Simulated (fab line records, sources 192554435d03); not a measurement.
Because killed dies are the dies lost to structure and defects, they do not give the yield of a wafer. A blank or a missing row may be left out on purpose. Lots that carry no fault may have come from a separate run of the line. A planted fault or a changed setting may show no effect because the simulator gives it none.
Comparing a struck lot with a sound one / flow n5-finfet / 26 out of 1938 route steps
Sound: the wafers L715.1, L715.5, L715.6. Struck: wafer L731.3 (L731.2, L731.4, from the same lot, were not struck and are left out); the cause is given at the end.
Each step with rows lists, per side, the tool, then ch with its chambers, then its first start. Under that, the readings that differ: sound wafers / struck wafers / difference of the means / sigmas: that difference in standard deviations of wafers without a fault.
alike: readings with means less than 2 such deviations apart, plus words and numbers identical on both sides. not compared: withheld readings, readings lacking a value on some wafer, bounds such as >300 that could conceal the same value, and numbers that have no deviation in the record and whose values overlap.
Wherever a step has rows on one side only, a row that says differs or no value, or a row with sigmas, the two part there. Numbers that don't overlap but have no deviation are shown without sigmas and don't part them. Lack of a reading on every wafer of one side parts them only where that side has two or more wafers.

N5_BEOL_M15_CD_MEAS_10: the cd target is 360 nm.
  sound on cd-sem-01 ch 0, day 11 18:38; struck on cd-sem-03 ch 0, day 16 02:43
  alike: cd-nm
N5_BEOL_M15_OVL_MEAS_11:
  sound on overlay-01 ch 0, day 11 18:40; struck on overlay-02 ch 0, day 16 02:44
  alike: V14_OVL
N5_BEOL_M15_INSPECT_12: inspects for defects (macro).
  sound on defect-inspect-01, day 11 18:41; struck on defect-inspect-01, day 16 02:46
  alike: raw-defect-count
N5_BEOL_M15_DESCUM_15: chemistry O2, time 7.9 s.
  sound on rie-diel-05 ch 1,2,3, day 11 18:43; struck on rie-diel-05 ch 0, day 16 02:48
reading=oes-product-au (a.u.); sound=0.69 0.72 0.73; struck=0.96; difference=+0.25; sigmas=+3
  alike: bias-power-w, drypump-motor-current-A, rf-vpp-V, showerhead-plenum-p-Torr, temp-c, throttle-valve-pct
  not compared: rf-hours-counter-h
N5_BEOL_M15_ETCH_59: etches BARC in N2/H2, target depth 89 nm, overetch 26.7 nm, time 67.9 s.
  sound on rie-diel-05 ch 1,2,3, day 11 18:46; struck on rie-diel-05 ch 0, day 16 02:50
reading=oes-product-au (a.u.); sound=0.60 0.62 0.63; struck=0.81; difference=+0.19; sigmas=+2
  alike: bias-w, drypump-motor-current-A, rf-vpp-V, showerhead-plenum-p-Torr, throttle-valve-pct
  not compared: rf-hours-counter-h
N5_BEOL_M15_VIA_ETCH_16: etches SiO2 in C4F8/O2/Ar, target depth 1792.2 nm.
  sound on rie-diel-05 ch 1,2,3, day 11 18:49; struck on rie-diel-05 ch 0, day 16 02:53
reading=oes-product-au (a.u.); sound=0.64 0.67 0.67; struck=0.87; difference=+0.21; sigmas=+2
  alike: bias-w, drypump-motor-current-A, rf-vpp-V, showerhead-plenum-p-Torr, throttle-valve-pct
then, 1 step without rows for these wafers: N5_BEOL_M15_STRIP_63 (strips in O2).
N5_BEOL_M15_STRIP_64: strips in O2.
  sound: rie-diel-05 ch 1,2,3; struck: rie-diel-05 ch 0
reading=oes-product-au (a.u.); sound=0.69 0.73 0.74; struck=0.95; difference=+0.23; sigmas=+2
  alike: drypump-motor-current-A, rf-vpp-V, showerhead-plenum-p-Torr, temp-c, throttle-valve-pct
  not compared: rf-hours-counter-h
then, 2 steps without rows for these wafers: N5_BEOL_M15_STRIP_65 (strips in post etch residue remover, time 60 s); N5_BEOL_M15_SRD_66 (time 30 s, dry time 30 s).
N5_BEOL_M15_CD_MEAS_17: the cd target is 360 nm.
  sound on cd-sem-03, day 11 19:13; struck on cd-sem-02, day 16 03:18
  alike: cd-nm
then, 1 step without rows for these wafers: N5_BEOL_M15_COAT_56 (time 60 s, resist thk 550 nm).
N5_BEOL_M15_ETCH_57: etches SOC in N2/H2, time 750 s.
  sound on rie-diel-03 ch 1,2, day 11 19:19; struck on rie-diel-03 ch 0, day 16 03:24
reading=rf-vpp-V (V); sound=521.2 519.5 521.6; struck=527.0; difference=+6.2; sigmas=+2
reading=showerhead-plenum-p-Torr (Torr); sound=2.46 2.39 2.46; struck=2.68; difference=+0.24; sigmas=+2
  alike: bias-w, drypump-motor-current-A, oes-product-au, throttle-valve-pct
  not compared: rf-hours-counter-h
then, 8 steps without rows for these wafers: N5_BEOL_M15_COAT_60 (time 60 s, resist thk 89 nm); N5_BEOL_M15_COAT_22 (resist thk 800 nm); N5_BEOL_M15_EBR_24; N5_BEOL_M15_SOFTBAKE_23 (time 60 s); N5_BEOL_M15_EXPOSE_25 (exposes mask M15, target cd 400 nm); N5_BEOL_M15_PEB_26 (peb time 90 s); N5_BEOL_M15_DEVELOP_27 (develop time 45 s); N5_BEOL_M15_HARDBAKE_32 (time 120 s).
N5_BEOL_M15_CD_MEAS_28: the cd target is 407.6 nm.
  sound on cd-sem-03 ch 0, day 11 20:06; struck on cd-sem-03 ch 0, day 16 04:18
  alike: cd-nm
N5_BEOL_M15_OVL_MEAS_29:
  sound on overlay-01 ch 0, day 11 20:08; struck on overlay-02 ch 0, day 16 04:20
  alike: M15_OVL
N5_BEOL_M15_INSPECT_30: inspects for defects (macro).
  sound on defect-inspect-02, day 11 20:09; struck on defect-inspect-02, day 16 04:21
reading=raw-defect-count; sound=3 1 3; struck=>300; difference=differs; sigmas=
N5_BEOL_M15_DESCUM_33: chemistry O2, time 7.9 s.
  sound on rie-diel-03 ch 1,3, day 11 20:11; struck on rie-diel-04 ch 2, day 16 04:23
  alike: bias-power-w, drypump-motor-current-A, oes-product-au, rf-vpp-V, showerhead-plenum-p-Torr, temp-c, throttle-valve-pct
  not compared: rf-hours-counter-h
N5_PASSIVATION_PROBE_49:
  sound on prober-02, day 12 14:51; struck on prober-01, day 17 01:09
reading=defect-limited-yield (%); sound=92.9 91.3 91.7; struck=81.2; difference=-10.8; sigmas=-7
reading=killed_at_M4_up; sound=13 11 6; struck=119; difference=+109; sigmas=+22
reading=killed-dies; sound=84 103 98; struck=222; difference=+127; sigmas=+7
reading=killed-on-rim; sound=9 10 15; struck=36; difference=+25; sigmas=+6
reading=sort_bin_5_function (%); sound=4.4 5.0 5.3; struck=11.6; difference=+6.7; sigmas=+7
reading=sort-n-pass; sound=1096 1077 1082; struck=958; difference=-127; sigmas=-7
reading=sort-yield-pct (%); sound=92.9 91.3 91.7; struck=81.2; difference=-10.8; sigmas=-7
  alike: killed_at_M0_to_M3, killed-at-contacts, killed-at-front-end, killed-at-other, killed-open, killed-short, sort_bin_6_memory

## WHERE THEY PART
Earliest at N5_BEOL_M15_DESCUM_15; latest, in this record, at N5_PASSIVATION_PROBE_49.

WHY: whatever the simulator had introduced
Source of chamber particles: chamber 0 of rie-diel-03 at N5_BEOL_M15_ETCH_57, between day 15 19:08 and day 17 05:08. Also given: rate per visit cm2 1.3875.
